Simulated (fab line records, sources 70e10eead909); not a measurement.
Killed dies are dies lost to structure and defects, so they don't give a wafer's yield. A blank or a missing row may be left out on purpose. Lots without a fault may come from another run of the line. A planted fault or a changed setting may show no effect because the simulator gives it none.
A struck lot beside a sound one | flow nand_harc | 15 steps out of a route of 1159
Sound: wafers L365.2, L365.3, L365.5. Struck: wafers L372.1, L372.3, L372.5. The cause comes at the end.
At each step with rows: each side's tool, then ch and its chambers, then its first start. Under that, the readings that differ: sound wafers | struck wafers | difference of the means | sigmas: that difference in standard deviations of wafers without a fault.
alike: readings whose means differ by less than 2 such deviations, and words and numbers that are the same on both sides. not compared: withheld readings, readings that some wafer has no value for, bounds like >300 that may hide the same value, and numbers for which the record gives no deviation and whose values overlap.
The two part at a step that has a row with sigmas, a row that says differs or no value, or rows on one side only. Numbers that don't overlap but have no deviation are shown without sigmas and don't part them. A reading that every wafer of one side lacks parts them only if that side has two wafers or more.

first, 3 steps without rows for these wafers: NHARC_THIN_TSV_EXPOSE_09 (exposes mask TSV); NHARC_THIN_TSV_PEB_10 (peb time 85 s); NHARC_THIN_TSV_DEVELOP_11 (time 70 s).
NHARC_THIN_TSV_CD_MEAS_12: target cd 1000 nm.
  sound on cd_sem-03 ch 0, day 19 02:32; struck on cd_sem-02 ch 0, day 20 21:37
  alike: cd_nm
then, 1 step without rows for these wafers: NHARC_THIN_TSV_HARDBAKE_13 (time 80 s).
NHARC_THIN_TSV_DESCUM_14: chemistry O2, time 3 s.
  sound on rie_diel-03 ch 0,3, day 19 02:41; struck on rie_diel-03 ch 1,2,3, day 20 21:47
  alike: drypump_motor_current_A, oes_product_au, rf_vpp_V, showerhead_plenum_p_Torr, throttle_valve_pct
  not compared: rf_hours_counter_h
NHARC_THIN_TSV_ETCH_44: etches the open film in CF4/O2, target depth 1594.2 nm, time 797.1 s.
  sound on rie_diel-03 ch 1,2, day 19 02:47; struck on rie_diel-03 ch 0,1, day 20 21:55
  alike: drypump_motor_current_A, oes_product_au, rf_vpp_V, showerhead_plenum_p_Torr, throttle_valve_pct
  not compared: rf_hours_counter_h
NHARC_THIN_TSV_ETCH_15: target depth 3000 nm, bosch target overetch cycles 2, bosch etch step 2.8 s.
  sound on rie_si-01 ch 0,1,2, day 19 03:22; struck on rie_si-01 ch 0,2,3, day 20 22:27
  alike: drypump_motor_current_A, he_backside_leak_sccm
  not compared: rf_hours_counter_h
NHARC_THIN_TSV_CD_MEAS_16:
  sound on cd_sem-02, day 19 03:29; struck on cd_sem-01, day 20 22:34
  alike: cd_nm
NHARC_THIN_TSV_STRIP_45: strips in O2.
  sound on plasma_asher-01 ch 0,1, day 19 03:34; struck on plasma_asher-01 ch 0, day 20 22:41
  alike: drypump_motor_current_A, heater_power_w
  not compared: rf_hours_counter_h
then, 2 steps without rows for these wafers: NHARC_THIN_TSV_STRIP_46 (strips in post etch residue remover, time 1200 s); NHARC_THIN_TSV_DEP_47 (deposits SiO2, target thk 200 nm).
NHARC_THIN_TSV_ETCHBACK_48: etches the open film in C4F8/Ar, target depth 1028.5 nm, time 405.17 s.
  sound on rie_diel-12 ch 0,1,3, day 19 04:46; struck on rie_diel-12 ch 0,1,2, day 20 23:56
  reading        | sound       | struck                  | difference | sigmas
  over_etch_frac | 0.3 0.3 0.3 | 0.27813 0.27813 0.27813 | -0.02187   |
  alike: oes_product_au, rf_vpp_V
  not compared: rf_hours_counter_h
NHARC_THIN_TSV_STRIP_62: strips in N2/H2, time 20 s.
  sound on plasma_asher-01 ch 1, day 19 05:08; struck on plasma_asher-01 ch 0,1, day 21 00:14
  alike: drypump_motor_current_A, heater_power_w
  not compared: rf_hours_counter_h
NHARC_END_SORT_01:
  sound on prober-02 ch 0, day 19 18:10; struck on prober-01 ch 0, day 21 12:32
  alike: defect_limited_yield, killed_at_array, killed_at_other, killed_at_periphery, killed_dies, killed_open, killed_short, sort_bin_2_pct, sort_bin_3_pct, sort_bin_4_pct, sort_n_pass, sort_rim_yield_pct, sort_yield_pct

WHERE THEY PART
Nowhere in this record.

WHY: what the simulator had put in
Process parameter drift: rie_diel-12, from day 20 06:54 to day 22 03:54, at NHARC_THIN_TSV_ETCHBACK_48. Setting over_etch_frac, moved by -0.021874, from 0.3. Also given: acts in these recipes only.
